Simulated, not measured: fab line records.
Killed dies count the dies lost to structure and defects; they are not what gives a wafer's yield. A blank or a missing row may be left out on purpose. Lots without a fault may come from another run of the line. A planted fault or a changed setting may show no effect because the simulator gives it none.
Chamber matching	flow nandHarc	NHARC_A_CONTACT_ETCH_75 on rieDiel-02: 4 sister chambers
The step etches the open film in CF4, target depth 39 nm, time 65 s. 4 wafers are shown with their chamber, then 12 later ones without.

## WAFERS PAIRED WITH THEIR CHAMBERS
wafer	chamber	showerheadPlenumPTorr (Torr)
L086.4	2	1.69
L087.2	3	1.84
L089.5	0	1.81
L089.6	1	1.76

## WAFERS WITHOUT THEIR CHAMBER
wafer	showerheadPlenumPTorr (Torr)
L094.2	1.84
L094.3	1.76
L094.5	1.76
L093.2	1.76
L093.5	1.69
L093.6	1.84
L096.1	1.69
L096.4	1.75
L096.6	1.69
L095.1	1.69
L095.4	1.84
L095.6	1.69

## WHICH CHAMBER EACH WENT THROUGH
wafer	from the rows above	in truth
L094.2	3	3
L094.3	1	1
L094.5	1	1
L093.2	1	1
L093.5	2	2
L093.6	3	3
L096.1	2	2
L096.4	1	1
L096.6	2	2
L095.1	2	2
L095.4	3	3
L095.6	2	2
12 of 12 placed correctly. Not placeable from these rows: 0. Placed wrongly: 0.
How it was worked out, from the rows above alone: a wafer's distance from a chamber is the root of the sum, over the readings, of the square of ((its reading less the chamber's mean) divided by the reading's scatter). The wafer belongs to the nearest chamber; if the next one is less than 2 further off, it can't be placed. For every chamber, the mean is computed from those of its wafers that are shown. The scatter: with one shown wafer a chamber, the root of the mean of the squares of how far each hidden wafer lies from its nearest shown one.
